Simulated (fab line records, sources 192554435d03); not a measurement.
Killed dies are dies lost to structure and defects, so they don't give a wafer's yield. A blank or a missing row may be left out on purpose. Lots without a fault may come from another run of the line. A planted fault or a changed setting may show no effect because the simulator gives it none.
A struck lot beside a sound one | flow n5_finfet | 33 steps out of a route of 1938
Sound: wafers L485.2, L485.3, L485.4. Struck: wafers L478.1, L478.2, L478.6. The cause comes at the end.
At each step with rows: each side's tool, then ch and its chambers, then its first start. Under that, the readings that differ: sound wafers | struck wafers | difference of the means | sigmas: that difference in standard deviations of wafers without a fault.
alike: readings whose means differ by less than 2 such deviations, and words and numbers that are the same on both sides. not compared: withheld readings, readings that some wafer has no value for, bounds like >300 that may hide the same value, and numbers for which the record gives no deviation and whose values overlap.
The two part at a step that has a row with sigmas, a row that says differs or no value, or rows on one side only. Numbers that don't overlap but have no deviation are shown without sigmas and don't part them. A reading that every wafer of one side lacks parts them only if that side has two wafers or more.

first, 10 steps without rows for these wafers: N5_SD_EPI_P_PRECLEAN_51 (cleans in NF3:NH3, afs cycles 1, time 20 s, sublimation time 60 s); N5_SD_EPI_P_VAPOR_ETCH_44 (etches SiGe30 in NF3/Ar, time 3.3 s); N5_SD_EPI_P_EPI_21 (deposits SiGe:B, time 355 s); N5_SD_EPI_P_HM_STRIP_48 (strips SiNx in H3PO4, material SiNx, target depth 3 nm); N5_SD_EPI_P_SRD_49 (time 30 s); N5_SD_EPI_P_PRECLEAN_24 (cleans in O3/DIW, time 45 s); N5_SD_EPI_P_PRECLEAN_32 (cleans in dHF, time 10 s); N5_SD_EPI_P_PRECLEAN_33 (cleans in SC2, time 45 s); N5_SD_EPI_P_SRD_25 (time 30 s); N5_SD_ACTIVATION_RTA_00 (time 0 s).
N5_SD_ACTIVATION_LSA_01: time 0.0008 s.
  sound on laser_anneal-01 ch 0, day 8 15:35; struck on laser_anneal-02 ch 0, day 6 15:50
  reading          | sound                | struck               | difference | sigmas
  wafer_temp_C_max | 1086.9 1090.2 1088.2 | 1099.7 1097.3 1100.9 | +10.9      | +6
N5_SD_ACTIVATION_RS_MEAS_03: measures by four-point-probe.
  sound on film_metro-02, day 8 15:47; struck on film_metro-02, day 6 16:02
  reading          | sound          | struck         | difference | sigmas
  RS_SD_N (ohm/sq) | 21.6 21.6 21.8 | 20.1 20.1 20.2 | -1.5       | -5
  alike: RS_SD_P
then, 19 steps without rows for these wafers: N5_ILD0_LINER_00 (material SiNx, target thk 4 nm, pulse time 1 s, purge time 2 s); N5_ILD0_FCVD_FILL_01 (material SiO2 flowable, target thk 200 nm, time 328.3 s); N5_ILD0_CURE_02 (time 1800 s); N5_ILD0_CMP_03 (polishes, stops on SiNx, t overpolish 1.9 s, target thk 197.38 nm); N5_ILD0_CMP_07 (polishes SiO2 flowable, stops on poly-Si, t overpolish 1.18 s, target thk 138.88 nm); N5_ILD0_PRECLEAN_10 (cleans in NF3:NH3, afs cycles 5, time 20 s, sublimation time 60 s); N5_ILD0_ALD_15 (deposits SiNx, target thk 24 nm, pulse time 1 s, ald cycles 480); N5_ILD0_CMP_12 (polishes SiNx, stops on poly-Si, t overpolish 6 s, target thk 17.67 nm); N5_SDB_HM_DEP_00 (deposits SiNx from SiH4/NH3/N2, target thk 40 nm, time 35.3 s); N5_SDB_COAT_03 (time 60 s, resist thk 100 nm); N5_SDB_COAT_04 (time 60 s, resist thk 18 nm); N5_SDB_COAT_05 (resist thk 90 nm); N5_SDB_EBR_07; N5_SDB_SOFTBAKE_06 (time 60 s); N5_SDB_EXPOSE_08 (exposes mask SDB); N5_SDB_PEB_09 (peb time 60 s); N5_SDB_DEVELOP_10 (develop time 30 s); N5_SDB_DESCUM_16 (chemistry O2, time 7.9 s); N5_SDB_ETCH_17 (etches SiARC in CF4, target depth 23.4 nm, time 39 s).
-- the record jumps here: 5 days lie between the struck wafers' starts before and after (it left off in module SDB and takes up again in module BEOL_M4, whose first step shown is number 1111 of the route) --
N5_BEOL_M4_RC_MEAS_101:
  sound on prober-02 ch 0, day 13 16:08; struck on prober-01 ch 0, day 11 06:30
  reading             | sound          | struck         | difference | sigmas
  RC_DENSE_N (ohm.um) | 18.6 19.0 19.7 | 17.8 17.9 17.5 | -1.4       | -3
  RC_N (ohm.um)       | 15.2 15.7 16.0 | 14.6 14.7 14.4 | -1.1       | -3
  RS_SD_N (ohm/sq)    | 28.0 28.1 28.2 | 26.1 26.2 26.5 | -1.8       | -4
  alike: DIBL_N, DIBL_P, IOFF_N, IOFF_P, ION_N, ION_P, SS_N, SS_P, VT_N, VT_P
-- the record jumps here: 5 days lie between the struck wafers' starts before and after (it left off in module BEOL_M4 and takes up again in module PASSIVATION, whose first step shown is number 1936 of the route) --
N5_PASSIVATION_PROBE_49:
  sound on prober-02, day 17 20:14; struck on prober-01, day 15 22:06
  reading             | sound    | struck   | difference | sigmas
  killed_at_front_end | 58 68 84 | 49 45 34 | -27        | -2
  alike: defect_limited_yield, killed_at_M0_to_M3, killed_at_M4_up, killed_at_contacts, killed_at_other, killed_dies, killed_on_rim, killed_open, killed_short, sort_bin_5_function, sort_bin_6_memory, sort_bin_8_speed, sort_n_pass

WHERE THEY PART
First at N5_SD_ACTIVATION_LSA_01; last, within this record, at N5_PASSIVATION_PROBE_49.

WHY: what the simulator had put in
Process parameter drift: laser_anneal-02, from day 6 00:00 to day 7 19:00, at N5_SD_ACTIVATION_LSA_01. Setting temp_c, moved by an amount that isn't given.
